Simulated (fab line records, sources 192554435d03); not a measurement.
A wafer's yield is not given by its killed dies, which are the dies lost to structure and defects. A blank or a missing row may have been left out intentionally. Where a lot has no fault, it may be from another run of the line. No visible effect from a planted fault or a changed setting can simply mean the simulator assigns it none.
What tool caused it? ; flow n5Finfet ; 30 wafers from 10 lots sampled at 5 of the route's 1938 steps

## WHAT EACH GAUGE READ, for each wafer
N5_GATE_CUT_OVL_MEAS_14.
lot;measured;on;GATE_CUT_OVL (nm)
L076;day 4 21:04;overlay-02;0.6 0.5 1.6
L078;day 5 13:28;overlay-02;-0.4 -0.2 0.1
L081;day 6 06:25;overlay-01;0.2 1.2 0.9
L083;day 6 17:48;overlay-02;0.5 0.1 0.4
L085;day 7 06:24;overlay-01;0.1 -0.6 0.6
L087;day 7 20:50;overlay-01;-1.7 -1.2 -1.7
L089;day 8 04:46;overlay-01;-0.9 0.4 -0.2
L091;day 8 17:34;overlay-02;0.0 -0.1 0.7
L093;day 9 08:52;overlay-02;0.7 0.6 -0.1
L096;day 10 01:02;overlay-01;-0.8 -0.3 -1.3

## WHICH TOOL RAN EACH LOT (tool, then ch and the chambers of the sampled wafers, then the start)
lot;N5_HKMG_FIN_ETCH_35;N5_HKMG_FIN_ETCH_86;N5_HKMG_FIN_W_FILL_22;N5_GATE_CUT_ETCHBACK_00
L076;rieDiel-02 ch 1,2,3, day 4 13:19;rieDiel-04 ch 0,1,3, day 4 14:20;cvdW-01 ch 0,1, day 4 16:34;rieMetal-02 ch 0,1, day 4 17:25
L078;rieDiel-04 ch 1,2,3, day 5 05:41;rieDiel-01 ch 1,3, day 5 06:43;cvdW-02 ch 0,1, day 5 09:02;rieMetal-03 ch 0,1, day 5 09:54
L081;rieDiel-02 ch 1,2,3, day 5 22:35;rieDiel-01 ch 1,2,3, day 5 23:37;cvdW-01 ch 0,1, day 6 01:51;rieMetal-01 ch 1, day 6 02:43
L083;rieDiel-01 ch 0,1,3, day 6 09:32;rieDiel-02 ch 0,2,3, day 6 10:36;cvdW-02 ch 0,1, day 6 13:04;rieMetal-01 ch 0,1, day 6 13:55
L085;rieDiel-04 ch 1,3, day 6 22:43;rieDiel-02 ch 0,1,3, day 6 23:44;cvdW-02 ch 0,1, day 7 01:59;rieMetal-03 ch 0,1, day 7 02:50
L087;rieDiel-04 ch 0,1, day 7 12:29;rieDiel-04 ch 0,1,3, day 7 13:34;cvdW-02 ch 0,1, day 7 15:49;rieMetal-02 ch 0,1, day 7 16:42
L089;rieDiel-04 ch 0,1,3, day 7 20:56;rieDiel-01 ch 1,2, day 7 21:58;cvdW-02 ch 0,1, day 8 00:12;rieMetal-02 ch 0,1, day 8 01:03
L091;rieDiel-02 ch 1,3, day 8 09:37;rieDiel-01 ch 0,2,3, day 8 10:43;cvdW-02 ch 0,1, day 8 12:57;rieMetal-03 ch 0,1, day 8 13:48
L093;rieDiel-04 ch 0,1, day 9 00:24;rieDiel-01 ch 0,3, day 9 01:26;cvdW-01 ch 0,1, day 9 03:40;rieMetal-02 ch 0,1, day 9 04:32
L096;rieDiel-02 ch 0,1,2, day 9 16:02;rieDiel-04 ch 0,3, day 9 17:07;cvdW-01 ch 0,1, day 9 19:28;rieMetal-03 ch 0, day 9 20:23
- N5_HKMG_FIN_ETCH_35: etches SOC in N2/H2, target depth 215.8 nm, time 243.4 s.
- N5_HKMG_FIN_ETCH_86: etches SOC in N2/H2, stops on TiN, target depth 393.2 nm.
- N5_HKMG_FIN_W_FILL_22: material W, target thk 60 nm, time 18.2 s.
- N5_GATE_CUT_ETCHBACK_00: etches W in SF6/Cl2.

## THE ANSWER, worked out from the rows above alone
Rule: the usual values come from the lots themselves. Put in order of their means at a reading, lots are off if they are a third of the lots or fewer, leave a main group of 4 or more, and stand apart from it by a gap of 3 or more times the standard deviation of the main group's means; of several such gaps the widest counts. The tables above print the reading to a certain number of digits; a main group whose means all agree to those digits is not used. Also off: a lot with no number at a reading for which 4 or more lots have one. All remaining lots with rows at the step are treated as sound.
Across all readings shown, no lot is off: no conclusion can be drawn from this.

## WHAT HAD BEEN PUT IN BY THE SIMULATOR
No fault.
